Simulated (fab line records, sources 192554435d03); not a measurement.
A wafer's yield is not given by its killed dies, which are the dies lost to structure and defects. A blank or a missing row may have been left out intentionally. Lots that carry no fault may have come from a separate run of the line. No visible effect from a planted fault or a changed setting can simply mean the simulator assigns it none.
Split-lot study | flow n5-finfet | 7 lots, 39 wafers read, on a route of 1938 steps

== SPLIT DETAILS ==
At N5_DUMMY_GATE_ETCH_32 (etches SiO2 in CF4, target depth 3.5 nm, time 3.9 s), the setting time-s was moved away from the recipe's 3.9 s on 15 of the 39 wafers read, by -21.2% to +20.1%. The other wafers ran this setting at the recipe's value.

Reading taken at the split's own step.

== THE READING ==
etch.depth-nm (the simulator's own value, which no gauge read), in nm, at N5_DUMMY_GATE_ETCH_32 (etches SiO2 in CF4, target depth 3.5 nm, time 3.9 s). The file does not state a usual value for it. Average 3.458 nm, standard deviation 0.044 nm, over the 24 wafers here run with the recipe.

wafer  | tool, chamber at the split | time-s as run, s | against the recipe | etch.depth-nm, nm | against lot-mates on the recipe
L076.1 | rie-si-02, 2               | 3.9              | recipe             | 3.39              | -
L076.2 | rie-si-02, 3               | 3.9              | recipe             | 3.493             | -
L076.3 | rie-si-02, 1               | 3.9              | recipe             | 3.414             | -
L076.4 | rie-si-02, 0               | 3.9              | recipe             | 3.52              | -
L076.5 | rie-si-02, 3               | 3.9              | recipe             | 3.506             | -
L076.6 | rie-si-02, 2               | 3.9              | recipe             | 3.4               | -
L079.1 | rie-si-05, 3               | 3.473            | -10.9%             | 3.086             | -0.380
L079.2 | rie-si-05, 2               | 3.473            | -10.9%             | 3.126             | -0.340
L079.3 | rie-si-05, 1               | 3.473            | -10.9%             | 3.131             | -0.335
L079.4 | rie-si-05, 0               | 3.9              | recipe             | 3.463             | -
L079.5 | rie-si-05, 3               | 3.9              | recipe             | 3.469             | -
L079.6 | rie-si-05, 0               | 3.9              | recipe             | 3.466             | -
L080.1 | rie-si-02, 1               | 3.072            | -21.2%             | 2.681             | -0.782
L080.2 | rie-si-02, 2               | 3.9              | recipe             | 3.403             | -
L080.3 | rie-si-02, 0               | 3.072            | -21.2%             | 2.784             | -0.679
L080.6 | rie-si-02, 0               | 3.072            | -21.2%             | 2.784             | -0.679
L080.4 | rie-si-02, 3               | 3.9              | recipe             | 3.537             | -
L080.5 | rie-si-02, 1               | 3.9              | recipe             | 3.449             | -
L082.1 | rie-si-03, 0               | 3.9              | recipe             | 3.421             | -
L082.3 | rie-si-03, 3               | 3.9              | recipe             | 3.395             | -
L082.5 | rie-si-03, 0               | 3.9              | recipe             | 3.44              | -
L086.1 | rie-si-03, 0               | 3.9              | recipe             | 3.438             | -
L086.2 | rie-si-03, 3               | 3.9              | recipe             | 3.415             | -
L086.3 | rie-si-03, 2               | 3.093            | -20.7%             | 2.835             | -0.626
L086.4 | rie-si-03, 1               | 3.9              | recipe             | 3.529             | -
L086.5 | rie-si-03, 1               | 3.093            | -20.7%             | 2.815             | -0.646
L086.6 | rie-si-03, 2               | 3.093            | -20.7%             | 2.828             | -0.633
L093.1 | rie-si-05, 1               | 4.224            | +8.3%              | 3.82              | +0.359
L093.2 | rie-si-05, 3               | 3.9              | recipe             | 3.421             | -
L093.3 | rie-si-05, 2               | 4.224            | +8.3%              | 3.804             | +0.343
L093.4 | rie-si-05, 0               | 3.9              | recipe             | 3.493             | -
L093.5 | rie-si-05, 3               | 4.224            | +8.3%              | 3.745             | +0.284
L093.6 | rie-si-05, 0               | 3.9              | recipe             | 3.47              | -
L095.1 | rie-si-05, 3               | 4.683            | +20.1%             | 4.14              | +0.653
L095.2 | rie-si-05, 1               | 3.9              | recipe             | 3.462             | -
L095.3 | rie-si-05, 2               | 4.683            | +20.1%             | 4.195             | +0.708
L095.4 | rie-si-05, 0               | 3.9              | recipe             | 3.519             | -
L095.5 | rie-si-05, 3               | 3.9              | recipe             | 3.481             | -
L095.6 | rie-si-05, 2               | 4.683            | +20.1%             | 4.172             | +0.685

FIT RESULTS
A straight line over all 39 wafers: etch.depth-nm changes by +0.0335 nm for each +1% of time-s; r = +0.99; the points scatter about the line by 0.046 nm.
The same after taking each lot's own level away (the mean of its wafers on the recipe; 39 wafers): +0.0332 nm for each +1%; r = +0.99; scatter 0.042 nm.
According to that fit, moving time-s by its largest amount changes the reading by 0.7 nm.
The span of the lots' own levels, 3.4187 to 3.4873 nm, comes to 1.6 times the standard deviation stated above.
The two slopes are in agreement: the lot-to-lot level therefore moves the slope only a little.
Check: with one of the wafers moved furthest among these (-21.2%) left out of the fit, the line predicts -0.683 nm for it against its lot-mates. It came out at -0.782 nm against them.

== ADDITIONAL SPLITS CARRIED BY THESE WAFERS ==
Before the reading, these wafers also passed through other splits. Each is held against what the fit with the lots' levels taken away leaves over:
other split on the same wafers | wafers away from the commonest value | r with etch.depth-nm (lot level and that fit taken away)
N5_WELL_APT_EXPOSE_05 dose-mj  | 18                                   | -0.02

== THE FILE'S OWN FIT ==
etch.depth-nm changes by +0.033 nm for each +1% of time-s, r = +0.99.
